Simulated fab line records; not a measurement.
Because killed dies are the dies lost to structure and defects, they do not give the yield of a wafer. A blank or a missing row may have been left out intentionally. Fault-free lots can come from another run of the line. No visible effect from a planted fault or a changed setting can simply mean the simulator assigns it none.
Matching of chambers -- flow nand harc -- 4 sister chambers for NHARC_A_STAIRCASE_DESCUM_443 on rie diel-04
The step chemistry O2, time 3 s. 4 wafers are shown with their chamber, then 8 later ones without.

WAFERS, EACH WITH ITS CHAMBER
wafer,chamber,showerhead plenum p Torr (Torr)
L087.1,2,1.77
L087.6,0,1.95
L092.4,3,2.00
L091.3,1,2.06

WAFERS WHOSE CHAMBER IS MISSING
wafer,showerhead plenum p Torr (Torr)
L091.4,2.06
L091.6,1.94
L093.1,2.00
L093.3,1.77
L093.6,1.77
L094.1,2.06
L094.3,2.00
L094.4,1.94

THE CHAMBER EACH PASSED THROUGH
wafer,from the rows above,in truth
L091.4,1,1
L091.6,0,0
L093.1,3,3
L093.3,2,2
L093.6,2,2
L094.1,1,1
L094.3,3,3
L094.4,0,0
Correct placement for 8 of the 8. Not placeable from these rows: 0. Wrongly placed: 0.
How it was worked out, from the rows above alone: a wafer's distance from a chamber is the root of the sum, over the readings, of the square of ((its reading less the chamber's mean) divided by the reading's scatter). The wafer belongs to the nearest chamber; if the next one is less than 2 further off, it can't be placed. For every chamber, the mean is computed from those of its wafers that are shown. The scatter: with one shown wafer a chamber, the root of the mean of the squares of how far each hidden wafer lies from its nearest shown one.
